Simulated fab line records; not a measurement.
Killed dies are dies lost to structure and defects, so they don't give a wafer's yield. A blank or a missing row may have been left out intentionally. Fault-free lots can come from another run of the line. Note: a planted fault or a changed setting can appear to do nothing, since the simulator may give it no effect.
What tool caused it? | flow nand_harc | 24 lots, 72 wafers sampled, at 6 steps of a route of 1302

## WHAT EACH GAUGE READ, for each wafer
The record holds no reading of a measuring or inspecting step that can be judged against a usual standard deviation.

## EACH LOT AND THE TOOL THAT RAN IT (in order: tool; ch and the chambers of the sampled wafers; start)
lot  | NHARC_A_CONTACT_ETCH_77                       | NHARC_A_CONTACT_ETCH_124             | NHARC_A_CONTACT_ETCH_129             | NHARC_A_CONTACT_ETCH_106           | NHARC_A_CONTACT_ETCH_137             | NHARC_A_CONTACT_ETCH_98
L075 | rie_diel-03 ch 0,1,3, day 22 07:56 or earlier | har_cap_etch-02 ch 0,1, day 22 07:56 | har_cap_etch-02 ch 0,1, day 22 08:51 | rie_diel-03 ch 0,1, day 22 10:52   | har_cap_etch-02 ch 0,1, day 22 20:49 | rie_diel-03 ch 0,1,3, no start
L074 | rie_diel-03 ch 0,2, day 22 13:16 or earlier   | har_cap_etch-01 ch 1, day 22 13:16   | har_cap_etch-01 ch 1, day 22 14:28   | rie_diel-03 ch 0,1, day 22 16:50   | har_cap_etch-02 ch 0,1, day 23 00:49 | rie_diel-03 ch 2,3, no start
L076 | rie_diel-10 ch 1,2,3, day 22 14:38 or earlier | har_cap_etch-03 ch 0,1, day 22 14:38 | har_cap_etch-03 ch 0,1, day 22 15:32 | rie_diel-10 ch 2,3, day 22 17:34   | har_cap_etch-03 ch 0, day 23 01:32   | rie_diel-10 ch 1,2, no start
L077 | rie_diel-10 ch 0,1,3, day 23 05:53 or earlier | har_cap_etch-02 ch 0,1, day 23 05:53 | har_cap_etch-02 ch 0,1, day 23 07:05 | rie_diel-03 ch 0,1,2, day 23 09:25 | har_cap_etch-02 ch 0, day 23 16:16   | rie_diel-03 ch 0,1,3, no start
L078 | rie_diel-03 ch 1,3, day 23 07:01 or earlier   | har_cap_etch-03 ch 0,1, day 23 07:01 | har_cap_etch-03 ch 0,1, day 23 07:55 | rie_diel-03 ch 0,1,2, day 23 09:58 | har_cap_etch-03 ch 0,1, day 23 16:17 | rie_diel-03 ch 1,3, no start
L079 | rie_diel-03 ch 0,1,3, day 24 02:23 or earlier | har_cap_etch-03 ch 0,1, day 24 02:23 | har_cap_etch-03 ch 0,1, day 24 03:17 | rie_diel-03 ch 0,1, day 24 05:14   | har_cap_etch-03 ch 0,1, day 24 13:53 | rie_diel-10 ch 2,3, no start
L081 | rie_diel-10 ch 1,2, day 24 23:04 or earlier   | har_cap_etch-03 ch 0,1, day 24 23:04 | har_cap_etch-03 ch 0,1, day 25 00:16 | rie_diel-11 ch 0,3, day 25 02:39   | har_cap_etch-03 ch 0,1, day 25 09:19 | rie_diel-10 ch 0,1,3, no start
L080 | rie_diel-11 ch 0,2, day 24 23:08 or earlier   | har_cap_etch-02 ch 0, day 24 23:08   | har_cap_etch-02 ch 0, day 25 00:03   | rie_diel-10 ch 0,2, day 25 02:02   | har_cap_etch-02 ch 1, day 25 07:31   | rie_diel-10 ch 0,2,3, no start
L082 | rie_diel-03 ch 2,3, day 25 11:59 or earlier   | har_cap_etch-01 ch 0,1, day 25 11:59 | har_cap_etch-01 ch 0,1, day 25 12:53 | rie_diel-03 ch 1,2,3, day 25 15:15 | har_cap_etch-01 ch 0,1, day 25 20:28 | rie_diel-03 ch 0,3, no start
L084 | rie_diel-03 ch 0,1, day 26 02:15 or earlier   | har_cap_etch-02 ch 0,1, day 26 02:15 | har_cap_etch-02 ch 0,1, day 26 03:33 | rie_diel-10 ch 1,2,3, day 26 06:05 | har_cap_etch-03 ch 0,1, day 26 12:30 | rie_diel-03 ch 0,2,3, no start
L083 | rie_diel-03 ch 0,1,2, day 26 04:41 or earlier | har_cap_etch-03 ch 0,1, day 26 04:41 | har_cap_etch-03 ch 0,1, day 26 05:53 | rie_diel-10 ch 0,1,3, day 26 08:41 | har_cap_etch-01 ch 0,1, day 26 21:29 | rie_diel-03 ch 0,1,3, no start
L085 | rie_diel-11 ch 1,3, day 27 00:34 or earlier   | har_cap_etch-02 ch 0,1, day 27 00:34 | har_cap_etch-02 ch 0,1, day 27 01:47 | rie_diel-11 ch 1,3, day 27 04:05   | har_cap_etch-01 ch 0,1, day 27 09:14 | rie_diel-03 ch 0,3, no start
L086 | rie_diel-03 ch 1,2, day 27 04:05 or earlier   | har_cap_etch-03 ch 0,1, day 27 04:05 | har_cap_etch-03 ch 0,1, day 27 05:40 | rie_diel-11 ch 1,2, day 27 08:26   | har_cap_etch-02 ch 0,1, day 27 13:56 | rie_diel-10 ch 0,1,2, no start
L090 | rie_diel-03 ch 0,1,2, day 28 03:03 or earlier | har_cap_etch-02 ch 0,1, day 28 03:03 | har_cap_etch-02 ch 0,1, day 28 03:56 | rie_diel-11 ch 0,1, day 28 06:03   | har_cap_etch-03 ch 0,1, day 28 11:29 | rie_diel-10 ch 0,1,3, no start
L087 | rie_diel-11 ch 1,3, day 28 03:29 or earlier   | har_cap_etch-03 ch 0,1, day 28 03:29 | har_cap_etch-03 ch 0,1, day 28 04:23 | rie_diel-03 ch 0,2,3, day 28 07:10 | har_cap_etch-02 ch 0, day 28 12:59   | rie_diel-10 ch 0,3, no start
L088 | rie_diel-10 ch 2,3, day 28 16:05 or earlier   | har_cap_etch-02 ch 0,1, day 28 16:05 | har_cap_etch-02 ch 0,1, day 28 16:59 | rie_diel-10 ch 0,2,3, day 28 18:54 | har_cap_etch-01 ch 0,1, day 29 06:26 | rie_diel-11 ch 0,1,3, day 29 07:38
L089 | rie_diel-10 ch 0,1,3, day 28 18:29 or earlier | har_cap_etch-01 ch 0,1, day 28 18:29 | har_cap_etch-01 ch 0,1, day 28 19:23 | rie_diel-11 ch 1,2, day 28 21:22   | har_cap_etch-03 ch 0,1, day 29 09:40 | rie_diel-03 ch 0,3, no start
L092 | rie_diel-03 ch 0,1,2, day 28 21:04 or earlier | har_cap_etch-03 ch 0,1, day 28 21:04 | har_cap_etch-03 ch 0,1, day 28 21:58 | rie_diel-10 ch 0,1,3, day 28 23:58 | har_cap_etch-02 ch 0,1, day 29 13:20 | rie_diel-03 ch 0,1,2, no start
L091 | rie_diel-03 ch 1,2, day 29 04:02 or earlier   | har_cap_etch-02 ch 0,1, day 29 04:02 | har_cap_etch-02 ch 0,1, day 29 04:57 | rie_diel-10 ch 0,2,3, day 29 06:57 | har_cap_etch-02 ch 0,1, day 29 15:20 | rie_diel-03 ch 1,2,3, no start
L094 | rie_diel-03 ch 0,1,2, day 30 00:11 or earlier | har_cap_etch-02 ch 0,1, day 30 00:11 | har_cap_etch-02 ch 0,1, day 30 01:05 | rie_diel-10 ch 1,2,3, day 30 03:19 | har_cap_etch-03 ch 0,1, day 30 09:21 | rie_diel-03 ch 1,2,3, no start
L093 | rie_diel-11 ch 0,1,2, day 30 00:46 or earlier | har_cap_etch-01 ch 0,1, day 30 00:46 | har_cap_etch-01 ch 0,1, day 30 01:41 | rie_diel-03 ch 1,2, day 30 03:40   | har_cap_etch-02 ch 0,1, day 30 09:57 | rie_diel-10 ch 0,1,3, no start
L095 | rie_diel-11 ch 0,1,2, day 31 00:32 or earlier | har_cap_etch-03 ch 0,1, day 31 00:32 | har_cap_etch-03 ch 0,1, day 31 01:26 | rie_diel-11 ch 0,2, day 31 03:26   | har_cap_etch-02 ch 0,1, day 31 08:49 | rie_diel-03 ch 0,2,3, no start
L096 | rie_diel-03 ch 0,1,3, day 31 20:25 or earlier | har_cap_etch-03 ch 0, day 31 20:25   | har_cap_etch-03 ch 0, day 31 21:19   | rie_diel-10 ch 0,1,2, day 31 23:21 | har_cap_etch-03 ch 0,1, day 32 05:41 | rie_diel-11 ch 2,3, no start
L097 | rie_diel-11 ch 0,1,2, day 32 13:40 or earlier | har_cap_etch-01 ch 0,1, day 32 13:40 | har_cap_etch-01 ch 0,1, day 32 14:34 | rie_diel-11 ch 0,1, day 32 16:40   | har_cap_etch-01 ch 0,1, day 32 23:09 | rie_diel-03 ch 2,3, no start
- NHARC_A_CONTACT_ETCH_77: etches the open film in CF4/CHF3, target depth 108.9 nm, time 54.5 s.
- NHARC_A_CONTACT_ETCH_124: etches the open film in C4F8/O2/Ar, time 140 s, target depth 700 nm.
- NHARC_A_CONTACT_ETCH_129: etches the open film in C4F8/O2/Ar, time 197 s, target depth 1918 nm.
- NHARC_A_CONTACT_ETCH_106: etches the open film in CF4/O2, target depth 90 nm, overetch 9 nm, time 49.5 s.
- NHARC_A_CONTACT_ETCH_137: etches the open film in C4F8/O2/Ar, time 311 s, target depth 1912 nm.
- NHARC_A_CONTACT_ETCH_98: etches the open film in C4F6/O2, target depth 20 nm, time 10 s.

## AS READ BY THE TOOLS THEMSELVES (means over the sampled wafers that have a number; for cases with no such wafer, the mark the record gives instead)
NHARC_A_CONTACT_ETCH_77. Usual: drypump_motor_current_A 5.6 A, standard deviation 0.41; oes_product_au 0.940 a.u., standard deviation 0.025; rf_vpp_V 371.9 V, standard deviation 2.2; showerhead_plenum_p_Torr 1.61 Torr, standard deviation 0.065; throttle_valve_pct 16.803 %, standard deviation 0.0093.
lot  | tool        | drypump_motor_current_A (A) | oes_product_au (a.u.) | rf_vpp_V (V) | showerhead_plenum_p_Torr (Torr) | throttle_valve_pct (%) | flag
L075 | rie_diel-03 | 5.4                         | 0.934                 | 371.7        | 1.62                            | 16.806                 |
L074 | rie_diel-03 | 5.7                         | 0.976                 | 374.5        | 1.67                            | 16.797                 |
L076 | rie_diel-10 | 5.6                         | 0.916                 | 371.9        | 1.61                            | 16.817                 |
L077 | rie_diel-10 | 5.6                         | 0.922                 | 371.4        | 1.61                            | 16.807                 |
L078 | rie_diel-03 | 5.5                         | 0.944                 | 370.2        | 1.56                            | 16.800                 |
L079 | rie_diel-03 | 5.4                         | 0.970                 | 372.2        | 1.62                            | 16.800                 |
L081 | rie_diel-10 | 5.5                         | 0.922                 | 371.6        | 1.56                            | 16.807                 |
L080 | rie_diel-11 | 6.0                         | 0.907                 | 373.4        | 1.65                            | 16.811                 |
L082 | rie_diel-03 | 5.4                         | 0.934                 | 373.0        | 1.63                            | 16.792                 |
L084 | rie_diel-03 | 5.7                         | 0.949                 | 370.6        | 1.56                            | 16.801                 |
L083 | rie_diel-03 | 5.9                         | 0.934                 | 371.5        | 1.59                            | 16.800                 |
L085 | rie_diel-11 | 5.7                         | 0.964                 | 373.2        | 1.63                            | 16.799                 |
L086 | rie_diel-03 | 6.1                         | 0.928                 | 370.4        | 1.56                            | 16.804                 |
L090 | rie_diel-03 | 5.9                         | 0.976                 | 371.3        | 1.59                            | 16.797                 |
L087 | rie_diel-11 | 5.7                         | 0.918                 | 372.7        | 1.63                            | 16.802                 |
L088 | rie_diel-10 | 5.8                         | 0.957                 | 371.2        | 1.58                            | 16.801                 |
L089 | rie_diel-10 | 5.6                         | 0.981                 | 371.5        | 1.60                            | 16.807                 |
L092 | rie_diel-03 | 5.8                         | 0.970                 | 370.8        | 1.59                            | 16.805                 |
L091 | rie_diel-03 | 6.1                         | 0.929                 | 370.5        | 1.56                            | 16.806                 |
L094 | rie_diel-03 | 5.8                         | 0.925                 | 371.1        | 1.59                            | 16.813                 |
L093 | rie_diel-11 | 5.7                         | 0.910                 | 373.3        | 1.64                            | 16.809                 |
L095 | rie_diel-11 | 5.7                         | 0.906                 | 372.6        | 1.64                            | 16.802                 |
L096 | rie_diel-03 | 5.4                         | 0.932                 | 371.6        | 1.61                            | 16.806                 |
L097 | rie_diel-11 | 5.7                         | 0.915                 | 373.1        | 1.64                            | 16.808                 |

NHARC_A_CONTACT_ETCH_106. Usual: drypump_motor_current_A 5.7 A, standard deviation 0.35; oes_product_au 1.002 a.u., standard deviation 0.013; rf_vpp_V 198.5 V, standard deviation 1.4; showerhead_plenum_p_Torr 1.36 Torr, standard deviation 0.056; throttle_valve_pct 13.397 %, standard deviation 0.0089.
lot  | tool        | drypump_motor_current_A (A) | oes_product_au (a.u.) | rf_vpp_V (V) | showerhead_plenum_p_Torr (Torr) | throttle_valve_pct (%) | flag
L075 | rie_diel-03 | 5.6                         | 1.011                 | 199.6        | 1.39                            | 13.395                 |
L074 | rie_diel-03 | 5.6                         | 1.009                 | 198.9        | 1.39                            | 13.392                 |
L076 | rie_diel-10 | 5.8                         | 0.991                 | 198.7        | 1.35                            | 13.395                 |
L077 | rie_diel-03 | 5.8                         | 1.006                 | 197.7        | 1.36                            | 13.390                 |
L078 | rie_diel-03 | 5.8                         | 1.008                 | 198.6        | 1.36                            | 13.400                 |
L079 | rie_diel-03 | 5.6                         | 1.009                 | 199.1        | 1.39                            | 13.398                 |
L081 | rie_diel-11 | 5.7                         | 1.006                 | 198.2        | 1.36                            | 13.399                 |
L080 | rie_diel-10 | 5.7                         | 0.996                 | 196.5        | 1.31                            | 13.392                 |
L082 | rie_diel-03 | 5.7                         | 1.018                 | 198.8        | 1.34                            | 13.395                 |
L084 | rie_diel-10 | 5.6                         | 0.993                 | 199.1        | 1.36                            | 13.405                 |
L083 | rie_diel-10 | 5.6                         | 1.013                 | 197.8        | 1.36                            | 13.393                 |
L085 | rie_diel-11 | 5.6                         | 1.000                 | 198.7        | 1.39                            | 13.399                 |
L086 | rie_diel-11 | 5.7                         | 0.993                 | 199.5        | 1.42                            | 13.397                 |
L090 | rie_diel-11 | 5.6                         | 0.993                 | 199.3        | 1.39                            | 13.393                 |
L087 | rie_diel-03 | 5.5                         | 1.006                 | 199.0        | 1.40                            | 13.403                 |
L088 | rie_diel-10 | 5.8                         | 1.009                 | 198.8        | 1.35                            | 13.398                 |
L089 | rie_diel-11 | 5.7                         | 0.992                 | 200.4        | 1.42                            | 13.397                 |
L092 | rie_diel-10 | 5.6                         | 1.002                 | 198.5        | 1.36                            | 13.393                 |
L091 | rie_diel-10 | 5.8                         | 1.006                 | 199.5        | 1.34                            | 13.393                 |
L094 | rie_diel-10 | 5.6                         | 1.011                 | 199.0        | 1.35                            | 13.401                 |
L093 | rie_diel-03 | 6.0                         | 1.005                 | 197.0        | 1.30                            | 13.383                 |
L095 | rie_diel-11 | 5.8                         | 0.983                 | 198.8        | 1.38                            | 13.392                 |
L096 | rie_diel-10 | 5.5                         | 1.003                 | 197.3        | 1.31                            | 13.411                 |
L097 | rie_diel-11 | 5.5                         | 0.983                 | 198.9        | 1.40                            | 13.402                 |

NHARC_A_CONTACT_ETCH_98. Usual: drypump_motor_current_A 5.6 A, standard deviation 0.42; oes_product_au 0.964 a.u., standard deviation 0.026; rf_vpp_V 548 V, standard deviation 3.2; showerhead_plenum_p_Torr 3.99 Torr, standard deviation 0.16; throttle_valve_pct 26.904 %, standard deviation 0.0085.
lot  | tool        | drypump_motor_current_A (A) | oes_product_au (a.u.) | rf_vpp_V (V) | showerhead_plenum_p_Torr (Torr) | throttle_valve_pct (%) | flag
L075 | rie_diel-03 | 5.4                         | 0.973                 | 549          | 4.03                            | 26.903                 |
L074 | rie_diel-03 | 5.4                         | 0.951                 | 550          | 4.06                            | 26.906                 |
L076 | rie_diel-10 | 5.5                         | 0.953                 | 547          | 3.89                            | 26.897                 |
L077 | rie_diel-03 | 5.4                         | 0.957                 | 549          | 4.03                            | 26.905                 |
L078 | rie_diel-03 | 5.5                         | 0.960                 | 546          | 3.87                            | 26.910                 |
L079 | rie_diel-10 | 5.8                         | 1.009                 | 549          | 4.08                            | 26.908                 |
L081 | rie_diel-10 | 5.6                         | 0.942                 | 549          | 4.00                            | 26.913                 |
L080 | rie_diel-10 | 5.8                         | 0.944                 | 548          | 3.96                            | 26.906                 |
L082 | rie_diel-03 | 5.1                         | 0.953                 | 551          | 4.14                            | 26.899                 |
L084 | rie_diel-03 | 5.6                         | 0.924                 | 550          | 4.09                            | 26.908                 |
L083 | rie_diel-03 | 5.4                         | 0.969                 | 548          | 4.02                            | 26.901                 |
L085 | rie_diel-03 | 5.2                         | 0.951                 | 551          | 4.13                            | 26.899                 |
L086 | rie_diel-10 | 5.5                         | 0.948                 | 546          | 3.88                            | 26.902                 |
L090 | rie_diel-10 | 5.6                         | 0.942                 | 548          | 3.99                            | 26.909                 |
L087 | rie_diel-10 | 5.8                         | 0.948                 | 549          | 4.06                            | 26.900                 |
L088 | rie_diel-11 | 5.7                         | 0.993                 | 549          | 4.01                            | 26.908                 |
L089 | rie_diel-03 | 5.3                         | 0.956                 | 551          | 4.17                            | 26.911                 |
L092 | rie_diel-03 | 5.9                         | 1.003                 | 548          | 3.97                            | 26.905                 |
L091 | rie_diel-03 | 5.7                         | 1.006                 | 547          | 3.93                            | 26.899                 |
L094 | rie_diel-03 | 5.7                         | 1.002                 | 547          | 3.93                            | 26.903                 |
L093 | rie_diel-10 | 5.6                         | 0.966                 | 548          | 3.98                            | 26.901                 |
L095 | rie_diel-03 | 5.6                         | 0.951                 | 550          | 4.08                            | 26.899                 |
L096 | rie_diel-11 | 6.1                         | 1.015                 | 547          | 3.93                            | 26.903                 |
L097 | rie_diel-03 | 5.4                         | 0.966                 | 549          | 4.04                            | 26.905                 |

## THE ANSWER, worked out from the rows above alone
Rule: lot off if the mean of its wafers having a number is beyond 3 standard deviations from the usual mean. Also off: a lot with no number at a reading for which 4 or more lots have one. Where the step has rows for the other lots, those lots are counted as sound. After the gauges, taken in route order, come the tools' own readings; for these a lot's mean is taken, as printed above. At the first step where some lot is off, the reading lying furthest off is the one used; lots without a number count as furthest.
Across all readings shown, no lot is off: no conclusion can be drawn from this.

## WHAT THE SIMULATOR HAD INSERTED
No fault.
